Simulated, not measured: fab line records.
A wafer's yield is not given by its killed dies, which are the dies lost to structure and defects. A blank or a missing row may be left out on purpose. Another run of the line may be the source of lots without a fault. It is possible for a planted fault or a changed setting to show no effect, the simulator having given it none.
Comparing a struck lot with a sound one | flow n5Finfet | 16 steps out of a route of 1938
Sound: wafers L763.1, L763.2, L763.3. Struck: wafers L765.1, L765.4, L765.6. At the end, the cause is stated.
For every step that has rows: the tool of each side, followed by ch and its chambers, followed by its first start. Under that, the readings that differ: sound wafers | struck wafers | difference of the means | sigmas: that difference in standard deviations of wafers without a fault.
alike: same words and numbers on both sides, and readings whose means sit less than 2 such deviations apart. not compared: any withheld reading, any reading some wafer has no value for, any bound like >300 that may hide the same value, and any number with overlapping values for which the record gives no deviation.
Wherever a step has rows on one side only, a row that says differs or no value, or a row with sigmas, the two part there. Non-overlapping numbers with no deviation appear without sigmas and do not part them. A reading that every wafer of one side lacks parts them only if that side has two wafers or more.

first, 10 steps without rows for these wafers: N5_BEOL_M2_DESCUM_33 (chemistry O2, time 7 s); N5_BEOL_M2_ETCH_77 (etches underlayer in N2/H2, target depth 6.5 nm, time 5.2 s); N5_BEOL_M2_ETCH_69 (etches SiARC in CF4, target depth 15.6 nm, time 26 s); N5_BEOL_M2_ALD_98 (deposits SiO2, target thk 2.5 nm, pulse time 1 s, co reactant pulse time 1 s); N5_BEOL_M2_ETCHBACK_99 (etches SiO2 in CHF3, target depth 5 nm, time 10.4 s); N5_BEOL_M2_ETCH_70 (etches SOC in N2/H2, target depth 80 nm, overetch 24 nm, time 130 s); N5_BEOL_M2_STRIP_71 (strips in N2/H2); N5_BEOL_M2_STRIP_78 (strips in N2/H2); N5_BEOL_M2_VIA_ETCH_34 (etches the open film in C4F6/O2, target depth 69.4 nm, time 65.9 s); N5_BEOL_M2_STRIP_83 (strips in C4F6/O2).
N5_BEOL_M2_STRIP_36: strips in N2/H2.
  sound on rieDiel-03 ch 0,2,3, day 9 21:14; struck on rieDiel-05 ch 2,3, day 10 06:47
  no value came back on the struck wafers for any of 9 readings (biasPowerW (W), chamberPressureMTorr (mTorr) and others); on the sound wafers biasPowerW (W) reads 6.944 7.007 6.971
reading                                 | sound | struck         | difference | sigmas
model.SOC_of_BEOL_M2_COAT_67.thkNm (nm) | 0 0 0 | 52.4 52.2 52.2 | +52.3      | 
model.SiO2_of_BEOL_M2_ALD_98.thkNm (nm) | 0 0 0 | 2.6 2.6 2.6    | +2.6       | 
then, 1 step without rows for these wafers: N5_BEOL_M2_TRENCH_ETCH_37 (etches SiOC in C4F6/O2, target depth 55.555 nm, time 29.2 s).
N5_BEOL_M2_ETCH_41: etches SiCN in CH3F/O2, target depth 29.9 nm, time 52.5 s.
  sound on rieDiel-03 ch 0,2,3; struck on rieDiel-05 ch 2,3, day 10 06:51
reading                                 | sound | struck         | difference | sigmas
model.SOC_of_BEOL_M2_COAT_67.thkNm (nm) | 0 0 0 | 36.2 35.8 35.8 | +35.9      | 
  alike: drypumpMotorCurrentA, mfcArSccm, oesProductAu, rfVppV, showerheadPlenumPTorr, throttleValvePct
  not compared: rfHoursCounterH
then, 1 step without rows for these wafers: N5_BEOL_M2_STRIP_97 (strips in N2/H2, time 10 s).
N5_BEOL_M4_RC_MEAS_101:
  the record has rows for the sound wafers here (prober-01 ch 0, day 11 21:09) and none for the struck ones
-- here the record skips 8 days between the struck wafers' starts before and after, leaving off in module BEOL_M4 and picking up in module PASSIVATION (first step shown: number 1936 of the route) --
N5_PASSIVATION_PROBE_49:
  sound: prober-01 at day 16 03:09; struck: prober-02 at day 17 23:55
reading                 | sound | struck         | difference | sigmas
defectLimitedYield (%)  | 90.8  | 0 0 0          | -91        | -65
killed_at_M0_to_M3      | 31    | 1110 1095 1082 | +1065      | +99 or more
killedAtOther           | 1     | 6 12 5         | +7         | +2
killedDies              | 109   | 1180 1180 1180 | +1071      | +63
killedOnRim             | 13    | 152 152 152    | +139       | +38
sort_bin_5_function (%) | 5.1   | 96.4 94.7 95.8 | +90.5      | +92
sortNPass               | 1071  | 0 0 0          | -1071      | -63
sortYieldPct (%)        | 90.8  | 0 0 0          | -91        | -65
  alike: killed_at_M4_up, killedAtContacts, killedAtFrontEnd, killedOpen, killedShort, sort_bin_6_memory

WHERE THEY PART
At N5_BEOL_M2_STRIP_36 first; at N5_PASSIVATION_PROBE_49 last (within this record only).

WHY: what the simulator had put in
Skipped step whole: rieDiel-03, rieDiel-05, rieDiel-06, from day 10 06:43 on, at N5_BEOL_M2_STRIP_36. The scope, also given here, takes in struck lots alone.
